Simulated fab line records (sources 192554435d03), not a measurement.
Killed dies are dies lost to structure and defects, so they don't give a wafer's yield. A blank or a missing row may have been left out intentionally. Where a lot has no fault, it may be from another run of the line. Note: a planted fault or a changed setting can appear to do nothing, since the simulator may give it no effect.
Split-lot study	flow n5_finfet	route with 1938 steps; 7 lots, 21 wafers read

ABOUT THE SPLIT
At N5_SD_EPI_N_PEB_07 (peb time 60 s), the setting peb_temp_c was moved away from the recipe's 110 C on 9 of the 21 wafers read, by -2.2% to +1.6%. This setting was run at the recipe's value on the other wafers.

SPLIT TO READING: what lies between them in the file, 1 step
- N5_SD_EPI_N_DEVELOP_08: develop time 30 s

THE READING
At N5_SD_EPI_N_CD_MEAS_09: cd_nm in nanometres, against a target cd of 120 nm. A value of 120.0 nm with a standard deviation of 0.76 nm is what fault-free wafers of this fab line usually give.

wafer	tool, chamber at the split	peb_temp_c as run, C	against the recipe	cd_nm, nm	against lot-mates on the recipe
L076.2	litho_track-04, 0	110	recipe	120.2	-
L076.4	litho_track-04, 0	111.3	+1.2%	123.9	+3.7
L076.5	litho_track-04, 0	111.3	+1.2%	123.1	+2.9
L085.1	litho_track-04, 0	110	recipe	119.8	-
L085.2	litho_track-04, 0	110	recipe	119.2	-
L085.4	litho_track-04, 0	110	recipe	119.0	-
L086.1	litho_track-04, 0	107.6	-2.2%	113.4	-7.6
L086.5	litho_track-04, 0	110	recipe	121.0	-
L086.6	litho_track-04, 0	107.6	-2.2%	114.0	-7.0
L087.1	litho_track-02, 0	111.8	+1.6%	125.6	+6.5
L087.4	litho_track-02, 0	110	recipe	119.1	-
L087.6	litho_track-02, 0	111.8	+1.6%	123.9	+4.8
L091.2	litho_track-01, 0	110	recipe	119.2	-
L091.3	litho_track-01, 0	110	recipe	119.5	-
L091.4	litho_track-01, 0	110	recipe	119.7	-
L095.1	litho_track-01, 0	110	recipe	119.7	-
L095.3	litho_track-01, 0	110	recipe	119.8	-
L095.4	litho_track-01, 0	107.6	-2.2%	113.5	-6.2
L096.2	litho_track-01, 0	110	recipe	120.9	-
L096.3	litho_track-01, 0	108.5	-1.4%	115.7	-5.2
L096.5	litho_track-01, 0	108.5	-1.4%	117.3	-3.6

THE FIT
A straight line over all 21 wafers: cd_nm changes by +2.86 nm for each +1% of peb_temp_c; r = +0.98; the points scatter about the line by 0.68 nm.
The same after taking each lot's own level away (the mean of its wafers on the recipe; 21 wafers): +3.2 nm for each +1%; r = +0.99; scatter 0.53 nm.
The reading moves by 7 nm for the largest change in peb_temp_c, on that fit.
The lots' own levels span 119.10 to 121.00 nm, that is 2.5 times the standard deviation above.
Hence the slope depends on the lot-to-lot level, as the two fits are not the same.
Check: -6.84 nm against its lot-mates is what the line predicts for one of the wafers moved furthest among these (-2.2%) when that wafer is left out of the fit. It came out at -7.6 nm against them.

THE OTHER SPLITS THESE WAFERS WENT THROUGH
Note: prior to the reading, these wafers also went through further splits. Each is held against what the fit with the lots' levels taken away leaves over:
other split on the same wafers	wafers away from the commonest value	r with cd_nm (lot level and that fit taken away)
N5_PMOS_HMC_CHANNEL_EPI_PEB_07 peb_time_s	10	-0.05
N5_FIN_SAQP_SPACER1_ALD_24 ald_cycles	7	+0.22
N5_DUMMY_GATE_PECVD_30 time_s	8	-0.11

THE WHOLE CHAIN: every reading that the file lists as answering this split, in the file's order
step	what it does	reading	change (the file's fit)	r (the file's)
N5_SD_EPI_N_CD_MEAS_09	target cd 120 nm	cd_nm	+3.16 nm for each +1% of the setting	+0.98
N5_SD_EPI_N_DESCUM_14	chemistry O2, time 7.9 s	SD_EPI_N.cd_nm (the simulator's own value, which no gauge read)	+3.09 nm for each +1% of the setting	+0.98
N5_SD_EPI_N_ETCH_34	etches SiARC in CF4, target depth 45.5 nm, time 75.8 s	SD_EPI_N.cd_nm (the simulator's own value, which no gauge read)	+3.05 nm for each +1% of the setting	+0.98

FILE'S OWN FIT
cd_nm changes by +3.16 nm for each +1% of peb_temp_c, r = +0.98.
